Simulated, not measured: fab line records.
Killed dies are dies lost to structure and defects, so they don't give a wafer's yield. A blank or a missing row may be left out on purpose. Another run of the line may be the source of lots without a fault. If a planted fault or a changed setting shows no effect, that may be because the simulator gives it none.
Chamber matching | flow nand_harc | 4 sister chambers for NHARC_A_STAIRCASE_TRIM_229 on rie_diel-08
The step chemistry O2, time 211.2 s. 8 wafers are shown with their chamber, then 7 later ones without.

EACH WAFER AND ITS CHAMBER
wafer  | chamber | showerhead_plenum_p_Torr (Torr) | drypump_motor_current_A (A)
L078.1 | 0       | 3.58                            | 5.4
L078.2 | 3       | 3.48                            | 5.8
L080.4 | 2       | 3.46                            | 5.6
L084.1 | 1       | 3.64                            | 5.6
L084.3 | 2       | 3.46                            | 5.6
L084.5 | 0       | 3.57                            | 5.4
L081.1 | 3       | 3.47                            | 5.9
L081.2 | 1       | 3.64                            | 5.6

WAFERS WITHOUT THEIR CHAMBER
wafer  | showerhead_plenum_p_Torr (Torr) | drypump_motor_current_A (A)
L081.4 | 3.45                            | 5.6
L086.1 | 3.47                            | 5.9
L086.5 | 3.47                            | 5.9
L086.6 | 3.57                            | 5.4
L095.3 | 3.61                            | 5.6
L095.4 | 3.43                            | 5.6
L095.6 | 3.45                            | 5.8

CHAMBER TAKEN BY EACH
wafer  | from the rows above     | in truth
L081.4 | 2                       | 2
L086.1 | 3                       | 3
L086.5 | 3                       | 3
L086.6 | 0                       | 0
L095.3 | 1                       | 1
L095.4 | 2                       | 2
L095.6 | can't be placed: 3 or 2 | 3
Correctly placed: 6 of 7. Cannot be placed on the basis of these rows: 1; the candidates contain the true chamber in 1. Wrongly placed: 0.
How it was worked out, from the rows above alone: a wafer's distance from a chamber is the root of the sum, over the readings, of the square of ((its reading less the chamber's mean) divided by the reading's scatter). The wafer belongs to the nearest chamber; if the next one is less than 2 further off, it can't be placed. Each chamber's mean is taken over the wafers shown for it. The scatter: take each reading less its chamber's mean, square it, sum over the shown wafers, divide by the number of wafers less the number of chambers, and take the root.
